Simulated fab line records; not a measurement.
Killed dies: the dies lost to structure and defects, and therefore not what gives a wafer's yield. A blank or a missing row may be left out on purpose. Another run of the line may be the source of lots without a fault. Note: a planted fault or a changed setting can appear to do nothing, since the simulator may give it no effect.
Which tool is to blame? | flow n5-finfet | Sampling: 10 lots, 30 wafers, 5 of 1938 route steps

## WHAT THE GAUGES SHOWED, per wafer
N5_BEOL_M4_RC_MEAS_101. Usual: DIBL_N 36.0 mV/V, standard deviation 1.9; DIBL_P 35.6 mV/V, standard deviation 2.2; IOFF_N 0.15 nA/um, standard deviation 0.031; IOFF_P 0.19 nA/um, standard deviation 0.032; ION_N 668 uA/um, standard deviation 11; ION_P 455 uA/um, standard deviation 7.2; SS_N 71.5 mV/dec, standard deviation 0.65; SS_P 73.4 mV/dec, standard deviation 0.64; VT_N 251 mV, standard deviation 3.6; VT_P -253 mV, standard deviation 3.3.
lot  | measured     | on        | DIBL_N (mV/V)  | DIBL_P (mV/V)  | IOFF_N (nA/um) | IOFF_P (nA/um) | ION_N (uA/um) | ION_P (uA/um) | SS_N (mV/dec)  | SS_P (mV/dec)  | VT_N (mV)   | VT_P (mV)      | flag
L131 | day 8 22:11  | prober-01 | 36.4 35.7 37.5 | 35.6 34.2 36.3 | 0.15 0.14 0.17 | 0.21 0.19 0.22 | 671 664 675   | 461 460 457   | 70.7 70.1 71.0 | 73.6 73.3 73.7 | 249 251 250 | -249 -251 -250 |
L133 | day 9 06:52  | prober-01 | 34.8 36.2 36.5 | 34.5 35.2 35.6 | 0.13 0.15 0.15 | 0.17 0.17 0.17 | 647 663 655   | 445 453 441   | 71.1 70.9 71.8 | 72.7 72.5 73.5 | 252 254 251 | -253 -253 -254 |
L135 | day 9 23:53  | prober-01 | 34.7 40.0 37.7 | 34.5 38.0 36.0 | 0.14 0.23 0.18 | 0.19 0.25 0.22 | 665 681 669   | 458 457 465   | 70.7 72.7 71.5 | 72.5 74.4 74.2 | 252 249 249 | -251 -250 -251 |
L137 | day 11 01:13 | prober-01 | 37.8 38.2 36.1 | 38.5 39.4 37.7 | 0.18 0.19 0.16 | 0.21 0.23 0.21 | 682 678 677   | 457 459 466   | 72.4 72.5 71.5 | 73.8 73.5 73.6 | 249 249 248 | -252 -253 -252 |
L144 | day 13 16:12 | prober-02 | 36.9 36.6 38.0 | 37.9 38.0 38.5 | 0.18 0.16 0.20 | 0.21 0.20 0.22 | 683 668 685   | 459 453 461   | 71.5 71.7 71.9 | 73.2 73.3 74.0 | 246 252 247 | -253 -250 -250 |
L146 | day 13 17:46 | prober-01 | 36.3 35.7 36.9 | 38.5 36.3 38.1 | 0.16 0.16 0.18 | 0.21 0.17 0.20 | 666 666 668   | 458 445 458   | 71.4 72.0 72.0 | 73.7 73.4 73.8 | 248 249 251 | -253 -258 -256 |
L147 | day 13 20:47 | prober-01 | 34.9 35.5 33.6 | 35.3 36.0 34.6 | 0.14 0.15 0.13 | 0.18 0.20 0.18 | 667 662 667   | 454 450 461   | 71.1 71.2 71.0 | 73.0 73.4 73.0 | 251 249 251 | -253 -248 -252 |
L151 | day 14 10:26 | prober-02 | 35.0 35.7 36.2 | 34.7 34.8 35.4 | 0.14 0.15 0.14 | 0.19 0.18 0.19 | 672 666 658   | 460 452 449   | 71.3 72.6 71.9 | 73.9 74.2 73.3 | 254 251 256 | -254 -253 -252 |
L152 | day 14 13:58 | prober-02 | 38.4 35.8 36.5 | 38.5 34.8 36.0 | 0.20 0.15 0.17 | 0.25 0.20 0.22 | 679 679 675   | 460 463 465   | 72.8 71.7 72.1 | 73.9 73.3 74.1 | 247 251 250 | -249 -251 -252 |
L153 | day 14 21:43 | prober-02 | 33.1 34.7 34.6 | 33.5 35.8 37.0 | 0.11 0.13 0.14 | 0.13 0.16 0.17 | 662 666 665   | 444 443 449   | 70.6 71.6 71.9 | 72.9 73.6 74.3 | 259 255 252 | -262 -262 -259 |

## EACH LOT AND THE TOOL THAT RAN IT (in order: tool; ch and the chambers of the sampled wafers; start)
lot  | N5_PMOS_HMC_CHANNEL_EPI_FIN_RECESS_16 | N5_PMOS_HMC_CHANNEL_EPI_EPI_26 | N5_FIN_SAQP_PECVD_47           | N5_FIN_SAQP_COAT_10
L131 | rie-si-03 ch 2,3, day 1 17:58         | epi-rpcvd-02 ch 0, day 1 19:55 | pecvd-01 ch 1,2, day 1 21:23   | litho-track-02 ch 0, day 1 21:40
L133 | rie-si-04 ch 1,2, day 2 07:14         | epi-rpcvd-02 ch 0, day 2 09:16 | pecvd-02 ch 1,2, day 2 10:23   | litho-track-03 ch 0, day 2 10:40
L135 | rie-si-03 ch 2,3, day 2 18:39         | epi-rpcvd-01 ch 0, day 2 20:34 | pecvd-01 ch 0,1, day 2 21:43   | litho-track-03 ch 0, day 2 22:00
L137 | rie-si-06 ch 0,1,2, day 3 05:56       | epi-rpcvd-04 ch 0, day 3 08:15 | pecvd-02 ch 1,2, day 3 09:17   | litho-track-04 ch 0, day 3 09:38
L144 | rie-si-04 ch 0,2, day 4 23:38         | epi-rpcvd-02 ch 0, day 5 01:32 | pecvd-04 ch 0,1, day 5 04:25   | litho-track-03 ch 0, day 5 04:43
L146 | rie-si-03 ch 1,2,3, day 5 11:44       | epi-rpcvd-01 ch 0, day 5 14:02 | pecvd-01 ch 0,1,2, day 5 15:25 | litho-track-03 ch 0, day 5 15:43
L147 | rie-si-04 ch 0,1,2, day 5 17:53       | epi-rpcvd-01 ch 0, day 5 20:23 | pecvd-01 ch 0,1,2, day 5 21:22 | litho-track-03 ch 0, day 5 21:39
L151 | rie-si-03 ch 0,3, day 6 17:34         | epi-rpcvd-02 ch 0, day 6 20:25 | pecvd-04 ch 1,2, day 6 21:36   | litho-track-04 ch 0, day 6 21:53
L152 | rie-si-03 ch 0,2,3, day 6 23:37       | epi-rpcvd-04 ch 0, day 7 02:31 | pecvd-02 ch 0,1, day 7 03:33   | litho-track-02 ch 0, day 7 03:50
L153 | rie-si-04 ch 0,1,2, day 7 06:15       | epi-rpcvd-01 ch 0, day 7 08:34 | pecvd-04 ch 1,2, day 7 09:50   | litho-track-02 ch 0, day 7 10:08
- N5_PMOS_HMC_CHANNEL_EPI_FIN_RECESS_16: chemistry HBr/Cl2, target Si, target depth 54 nm, time 18 s.
- N5_PMOS_HMC_CHANNEL_EPI_EPI_26: deposits Si from SiH4/H2, target thk 3.8 nm, time 22.7 s.
- N5_FIN_SAQP_PECVD_47: deposits a-Si from SiH4/He, target thk 45 nm, time 36.3 s.
- N5_FIN_SAQP_COAT_10: resist thk 90 nm.

## AS READ BY THE TOOLS THEMSELVES (means over the sampled wafers that have a number; for cases with no such wafer, the mark the record gives instead)
N5_PMOS_HMC_CHANNEL_EPI_FIN_RECESS_16. Usual: drypump-motor-current-A 6.0 A, standard deviation 0.4; he-backside-leak-sccm 2.76 sccm, standard deviation 0.29; oes-product-au 1.002 a.u., standard deviation 0.026; throttle-valve-pct 35.6 %, standard deviation 0.44.
lot  | tool      | drypump-motor-current-A (A) | he-backside-leak-sccm (sccm) | oes-product-au (a.u.) | throttle-valve-pct (%) | flag
L131 | rie-si-03 | 6.2                         | 2.97                         | 0.995                 | 36.1                   |
L133 | rie-si-04 | 6.3                         | 2.76                         | 1.006                 | 35.4                   |
L135 | rie-si-03 | 6.2                         | 3.06                         | 0.993                 | 36.2                   |
L137 | rie-si-06 | 5.7                         | 2.61                         | 1.009                 | 35.2                   |
L144 | rie-si-04 | 6.0                         | 2.74                         | 0.984                 | 35.7                   |
L146 | rie-si-03 | 6.3                         | 2.72                         | 1.009                 | 35.7                   |
L147 | rie-si-04 | 6.2                         | 2.76                         | 1.000                 | 35.6                   |
L151 | rie-si-03 | 5.5                         | 3.00                         | 1.033                 | 36.0                   |
L152 | rie-si-03 | 5.9                         | 2.96                         | 1.008                 | 35.9                   |
L153 | rie-si-04 | 6.2                         | 2.67                         | 0.999                 | 35.6                   |

N5_PMOS_HMC_CHANNEL_EPI_EPI_26. Usual: throttle-valve-pct 11.30 %, standard deviation 0.15.
lot  | tool         | throttle-valve-pct (%) | flag
L131 | epi-rpcvd-02 | 11.22                  |
L133 | epi-rpcvd-02 | 11.49                  |
L135 | epi-rpcvd-01 | 11.33                  |
L137 | epi-rpcvd-04 | 11.29                  |
L144 | epi-rpcvd-02 | 11.38                  |
L146 | epi-rpcvd-01 | 11.24                  |
L147 | epi-rpcvd-01 | 11.29                  |
L151 | epi-rpcvd-02 | 11.20                  |
L152 | epi-rpcvd-04 | 11.47                  |
L153 | epi-rpcvd-01 | 11.28                  |

N5_FIN_SAQP_PECVD_47. Usual: heater-power-w 892 W, standard deviation 100; showerhead-plenum-p-Torr 5.65 Torr, standard deviation 0.046; throttle-valve-pct 18.3 %, standard deviation 1.1.
lot  | tool     | heater-power-w (W) | showerhead-plenum-p-Torr (Torr) | throttle-valve-pct (%) | flag
L131 | pecvd-01 | 848                | 5.69                            | 17.5                   |
L133 | pecvd-02 | 810                | 5.62                            | 17.7                   |
L135 | pecvd-01 | 880                | 5.63                            | 18.7                   |
L137 | pecvd-02 | 839                | 5.63                            | 17.1                   |
L144 | pecvd-04 | 812                | 5.65                            | 19.0                   |
L146 | pecvd-01 | 945                | 5.65                            | 18.3                   |
L147 | pecvd-01 | 915                | 5.65                            | 18.2                   |
L151 | pecvd-04 | 1013               | 5.60                            | 18.9                   |
L152 | pecvd-02 | 784                | 5.67                            | 18.8                   |
L153 | pecvd-04 | 1036               | 5.61                            | 18.6                   |

N5_FIN_SAQP_COAT_10. Usual: resist-line-temp-C 23.01 C, standard deviation 0.12; spin-speed-rpm 1499.8 rpm, standard deviation 1.1.
lot  | tool           | resist-line-temp-C (C) | spin-speed-rpm (rpm) | flag
L131 | litho-track-02 | 23.05                  | 1500.6               |
L133 | litho-track-03 | 23.14                  | 1500.4               |
L135 | litho-track-03 | 23.09                  | 1500.9               |
L137 | litho-track-04 | 23.02                  | 1499.0               |
L144 | litho-track-03 | 22.83                  | 2060.3               | OFF
L146 | litho-track-03 | 22.85                  | 2057.7               | OFF
L147 | litho-track-03 | 22.96                  | 2059.7               | OFF
L151 | litho-track-04 | 22.88                  | 1499.2               |
L152 | litho-track-02 | 22.97                  | 1500.1               |
L153 | litho-track-02 | 23.03                  | 1499.8               |

## THE ANSWER, worked out from the rows above alone
Rule: lot off if the mean of its wafers having a number is beyond 3 standard deviations from the usual mean. A lot without any number at a reading at which 4 lots or more have one is off too. The other lots that the step has rows for count as sound. First the gauges in route order, then the tools' own readings, where a lot's mean is used as printed above. The first step at which some lot is off is used, and at that step the reading that is off furthest; a lot without a number counts as furthest.
Off, at N5_FIN_SAQP_COAT_10 on spin-speed-rpm: L144, L146, L147.
If a tool, at that step or one of the process steps before it, ran each lot that is off and ran no sound lot following the first of them, it fits. One fits: litho-track-03 at N5_FIN_SAQP_COAT_10. A fault onset in the window from L135 (day 2 22:00, its last sound lot) to L144 (day 5 04:43, its first lot off) fits.
The tool's own readings at N5_FIN_SAQP_COAT_10 bear it out: on the lots that are off they differ by more than 5 times the standard deviation of the sound lots' means. spin-speed-rpm reads 2059.2 rpm there against 1500.0 rpm on the sound lots.

## WHAT THE SIMULATOR HAD PUT IN
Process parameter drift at N5_FIN_SAQP_COAT_10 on litho-track-03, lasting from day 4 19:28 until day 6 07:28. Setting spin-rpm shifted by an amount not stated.
Shown lots that were struck: L144, L146, L147. The rule above reached the same finding.
